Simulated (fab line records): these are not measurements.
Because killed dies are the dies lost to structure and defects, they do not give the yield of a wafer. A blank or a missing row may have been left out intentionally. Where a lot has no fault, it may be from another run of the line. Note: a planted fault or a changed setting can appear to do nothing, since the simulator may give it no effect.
What tool caused it? -- flow n5_finfet -- 36 wafers from 12 lots sampled at 3 of the route's 1938 steps

== WHAT THE GAUGES SHOWED, per wafer ==
N5_BEOL_M3_OCD_MEAS_38.
lot,measured,on,trench_depth_nm (nm)
L075,day 8 01:31,ocd-01,55.2 55.0 54.7
L077,day 8 04:48,ocd-02,54.2 55.0 55.8
L079,day 8 15:28,ocd-01,55.0 54.1 55.4
L083,day 9 18:23,ocd-02,53.5 56.4 55.4
L082,day 10 02:43,ocd-02,55.8 53.2 54.4
L085,day 10 11:20,ocd-01,55.7 55.5 55.6
L087,day 11 08:59,ocd-02,54.9 56.2 52.8
L088,day 11 15:13,ocd-01,56.5 53.7 55.7
L091,day 11 10:30,ocd-02,53.3 56.2 53.9
L093,day 13 21:53,ocd-02,56.5 55.5 53.0
L095,day 14 00:55,ocd-01,54.1 53.0 54.5
L096,day 14 03:46,ocd-02,52.3 56.1 55.3

== WHAT TOOL EACH LOT RAN ON (gives the tool, then ch and the chambers of the sampled wafers, and finally the start) ==
lot,N5_BEOL_M3_ETCH_69,N5_BEOL_M3_ETCH_70
L075,"rie_diel-02 ch 0,2,3, day 7 22:26","rie_diel-02 ch 0,3, day 8 01:10"
L077,"rie_diel-02 ch 1,2, day 8 01:02","rie_diel-05 ch 1,2,3, day 8 04:27"
L079,"rie_diel-06 ch 0,1,3, day 8 07:22","rie_diel-05 ch 1,2,3, day 8 15:07"
L083,"rie_diel-05 ch 2,3, day 9 10:36","rie_diel-02 ch 0,1,2, day 9 18:02"
L082,"rie_diel-02 ch 0,2,3, day 9 13:13","rie_diel-02 ch 0,1,3, day 10 02:22"
L085,"rie_diel-05 ch 0,2, day 10 10:17","rie_diel-02 ch 0,3, day 10 10:59"
L087,"rie_diel-05 ch 1,2,3, day 10 20:44","rie_diel-05 ch 0,1,3, day 11 08:38"
L088,"rie_diel-05 ch 1,2,3, day 11 03:11","rie_diel-02 ch 0,2,3, day 11 14:51"
L091,"rie_diel-02 ch 1,2, day 11 03:49","rie_diel-02 ch 1,2, day 11 10:08"
L093,"rie_diel-02 ch 0,1,2, day 13 05:06","rie_diel-05 ch 0,1,2, day 13 21:32"
L095,"rie_diel-02 ch 1,2, day 13 11:06","rie_diel-02 ch 1,3, day 14 00:33"
L096,"rie_diel-06 ch 0,1,3, day 13 23:53","rie_diel-05 ch 1,2,3, day 14 03:24"
- N5_BEOL_M3_ETCH_69: etches SiARC in CF4, target depth 15.6 nm, time 26 s.
- N5_BEOL_M3_ETCH_70: etches SOC in N2/H2, target depth 80 nm, overetch 16 nm, time 120 s.

== THE ANSWER, worked out from the rows above alone ==
Rule: the lots themselves supply what counts as usual. The widest of any qualifying gaps counts: lots, ordered by their means at a reading, are off when they make up no more than a third of the lots, leave a main group of 4 or more, and stand apart from it by 3 or more times the standard deviation of that group's means. The tables above print the reading to a certain number of digits; a main group whose means all agree to those digits is not used. A lot without any number at a reading at which 4 lots or more have one is off too. All remaining lots with rows at the step are treated as sound.
No lot is off at any reading shown: from this, nothing can be told.

== WHAT THE SIMULATOR PUT IN ==
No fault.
